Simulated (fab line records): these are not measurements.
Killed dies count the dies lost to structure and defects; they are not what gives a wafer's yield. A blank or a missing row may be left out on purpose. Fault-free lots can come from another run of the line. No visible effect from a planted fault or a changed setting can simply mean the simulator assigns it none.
Which tool is to blame?    flow nand-harc    12 lots, 36 wafers sampled, at 3 steps of a route of 1302

WHAT THE GAUGES SHOWED, per wafer
NHARC_P_GATE_INSPECT_68.
lot   measured      on                 raw-defect-count
L075  day 6 07:48   defect-inspect-01  178 299 142
L077  day 7 06:17   defect-inspect-01  212 209 147
L079  day 8 02:31   defect-inspect-02  168 271 143
L081  day 8 19:16   defect-inspect-01  132 84 208
L083  day 9 11:38   defect-inspect-01  250 297 150
L085  day 10 12:34  defect-inspect-02  146 330 226
L087  day 11 01:32  defect-inspect-01  139 221 173
L089  day 11 22:47  defect-inspect-01  154 297 234
L091  day 13 12:54  defect-inspect-02  244 144 186
L093  day 13 19:22  defect-inspect-02  144 189 330
L095  day 14 08:39  defect-inspect-02  114 164 167
L097  day 15 07:11  defect-inspect-01  142 142 192

EACH LOT AND THE TOOL THAT RAN IT (in order: tool; ch and the chambers of the sampled wafers; start)
lot   NHARC_P_ZERO_WELL_ETCH_65           NHARC_P_GATE_DEGAS_109
L075  rie-diel-02 ch 2,3, day 2 07:35     pvd-sputter-01, day 6 06:51
L077  rie-diel-13 ch 0,1,3, day 3 03:23   pvd-sputter-02, day 7 05:21
L079  rie-diel-03 ch 0,3, day 3 23:22     pvd-sputter-02, day 8 01:24
L081  rie-diel-03 ch 0,1,3, day 4 19:22   pvd-sputter-03, day 8 18:19
L083  rie-diel-03 ch 0,1, day 5 15:22     pvd-sputter-01, day 9 10:35
L085  rie-diel-02 ch 1,2,3, day 6 11:23   pvd-sputter-03, day 10 11:37
L087  rie-diel-02 ch 1,2,3, day 7 07:30   pvd-sputter-02, day 11 00:32
L089  rie-diel-02 ch 0,2,3, day 8 03:39   pvd-sputter-03, day 11 21:50
L091  rie-diel-02 ch 0,2,3, day 8 23:29   pvd-sputter-02, day 13 11:58
L093  rie-diel-03 ch 1,2, day 9 19:29     pvd-sputter-01, day 13 18:25
L095  rie-diel-02 ch 0,2, day 10 15:31    pvd-sputter-02, day 14 07:41
L097  rie-diel-02 ch 0,1,2, day 11 11:22  pvd-sputter-02, day 15 06:14
- NHARC_P_ZERO_WELL_ETCH_65: etches the open film in N2/H2, target depth 80 nm, overetch 24 nm, time 87.88 s.
- NHARC_P_GATE_DEGAS_109: time 60 s.

THE ANSWER, worked out from the rows above alone
Rule: usual is defined by the lots themselves. Put in order of their means at a reading, lots are off if they are a third of the lots or fewer, leave a main group of 4 or more, and stand apart from it by a gap of 3 or more times the standard deviation of the main group's means; of several such gaps the widest counts. A main group is skipped when, at the precision printed for the reading in the tables above, its means are all equal. Also off: a lot with no number at a reading for which 4 or more lots have one. The other lots that the step has rows for count as sound.
No lot is off on any of the readings shown, so nothing can be concluded from this.

WHAT THE SIMULATOR HAD PUT IN
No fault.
